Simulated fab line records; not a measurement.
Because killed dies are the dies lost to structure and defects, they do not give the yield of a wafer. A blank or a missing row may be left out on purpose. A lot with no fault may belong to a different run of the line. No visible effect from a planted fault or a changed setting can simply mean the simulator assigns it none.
Struck lot and sound lot, side by side | flow n5-finfet | 16 out of 1938 route steps
Sound: the wafers L592.2, L592.5, L592.6. Struck: wafers L602.2, L602.3. (L602.5 of the same lot was not struck and is left out.) The cause comes at the end.
At each step with rows: each side's tool, then ch and its chambers, then its first start. Under that, the readings that differ: sound wafers | struck wafers | difference of the means | sigmas: that difference in standard deviations of wafers without a fault.
alike: a reading whose means differ by less than 2 such deviations, as well as words and numbers matching on both sides. not compared: withheld readings; readings where some wafer has no value; bounds like >300 that might hide an equal value; numbers whose values overlap and for which the record gives no deviation.
Wherever a step has rows on one side only, a row that says differs or no value, or a row with sigmas, the two part there. Non-overlapping numbers with no deviation appear without sigmas and do not part them. A reading missing from all wafers of one side parts the sides only when that side holds two or more wafers.

first, 5 steps without rows for these wafers: N5_BEOL_M2_EBR_24; N5_BEOL_M2_SOFTBAKE_23 (time 60 s); N5_BEOL_M2_EXPOSE_25 (exposes mask V1, defocus 5 nm); N5_BEOL_M2_PEB_26 (peb time 60 s); N5_BEOL_M2_DEVELOP_27 (develop time 30 s).
N5_BEOL_M2_CD_MEAS_28: target cd 26.2 nm, target cd y 24.1 nm.
  sound on cd-sem-02 ch 0, day 9 08:27; struck on cd-sem-03 ch 0, day 11 07:25
  alike: cd-nm
N5_BEOL_M2_OVL_MEAS_29:
  sound on overlay-02 ch 0, day 9 08:29; struck on overlay-02 ch 0, day 11 07:28
  alike: V1_OVL
N5_BEOL_M2_INSPECT_30: inspects for defects (brightfield).
  struck on defect-inspect-02, day 11 07:31; sound on defect-inspect-02, day 9 08:32
  alike: raw-defect-count
N5_BEOL_M2_DESCUM_33: chemistry O2, time 7 s.
  sound on rie-diel-03 ch 0,3, day 9 08:34; struck on rie-diel-06 ch 1,2, day 11 07:32
  reading          | sound             | struck      | difference | sigmas
  bias-power-w (W) | 20.12 20.05 20.14 | 20.01 19.92 | -0.14      | -2
  alike: drypump-motor-current-A, oes-product-au, rf-vpp-V, showerhead-plenum-p-Torr, throttle-valve-pct
  not compared: rf-hours-counter-h
N5_BEOL_M2_ETCH_77: etches underlayer in N2/H2, target depth 6.5 nm, time 5.2 s.
  sound on rie-diel-03 ch 0,3, day 9 08:37; struck on rie-diel-06 ch 1,2, day 11 07:35
  alike: drypump-motor-current-A, etch-rf-on-time-s, oes-product-au, rf-vpp-V, showerhead-plenum-p-Torr, throttle-valve-pct
  not compared: rf-hours-counter-h
N5_BEOL_M2_ETCH_69: etches SiARC in CF4, target depth 15.6 nm, time 26 s.
  sound on rie-diel-03 ch 0,3, day 9 08:37; struck on rie-diel-06 ch 1,2, day 11 07:35
  alike: drypump-motor-current-A, etch-rf-on-time-s, oes-product-au, rf-vpp-V, showerhead-plenum-p-Torr, throttle-valve-pct
  not compared: rf-hours-counter-h
N5_BEOL_M2_ALD_98: deposits SiO2, target thk 2.5 nm, pulse time 1 s, co reactant pulse time 1 s.
  sound on ald-sin-01 ch 2,3, day 9 08:43; struck on ald-sin-02 ch 0,2, day 11 07:41
  alike: heater-power-w, precursor-pulse-height-rel
N5_BEOL_M2_ETCHBACK_99: etches SiO2 in CHF3, target depth 5 nm, time 10.4 s.
  sound on rie-diel-01 ch 0,1, day 9 18:19; struck on rie-diel-01 ch 0,1, day 11 15:23
  reading                                      | sound          | struck    | difference | sigmas
  oes-product-au (a.u.)                        | 0.73 0.69 0.72 | 0.95 0.93 | +0.23      | +3
  model.CAR-EUV_of_BEOL_M2_COAT_22.thk-nm (nm) | 10.4 10.4 10.2 | 10 10     | +0         |
  alike: drypump-motor-current-A, oes_ar_750_au, rf-vpp-V, showerhead-plenum-p-Torr, throttle-valve-pct
  not compared: rf-hours-counter-h
N5_BEOL_M2_ETCH_70: etches SOC in N2/H2, target depth 80 nm, overetch 24 nm, time 130 s.
  sound on rie-diel-01 ch 0,1, day 9 18:20; struck on rie-diel-01 ch 0,1, day 11 15:25
  alike: drypump-motor-current-A, oes-product-au, rf-vpp-V, showerhead-plenum-p-Torr, throttle-valve-pct
  not compared: rf-hours-counter-h
N5_BEOL_M4_RC_MEAS_101:
  sound on prober-01 ch 0, day 11 16:45; struck on prober-01 ch 0, day 13 02:28
  reading       | sound          | struck    | difference | sigmas
  SS_P (mV/dec) | 73.3 72.5 72.8 | 73.9 74.0 | +1.1       | +2
  alike: DIBL_N, DIBL_P, IOFF_N, IOFF_P, ION_N, ION_P, SS_N, VT_N, VT_P
next, for these wafers, 1 step has no rows: N5_PASSIVATION_PROBE_49.

== WHERE THEY PART ==
First at N5_BEOL_M2_DESCUM_33; last, within this record, at N5_BEOL_M4_RC_MEAS_101.

WHY: what had been put in by the simulator
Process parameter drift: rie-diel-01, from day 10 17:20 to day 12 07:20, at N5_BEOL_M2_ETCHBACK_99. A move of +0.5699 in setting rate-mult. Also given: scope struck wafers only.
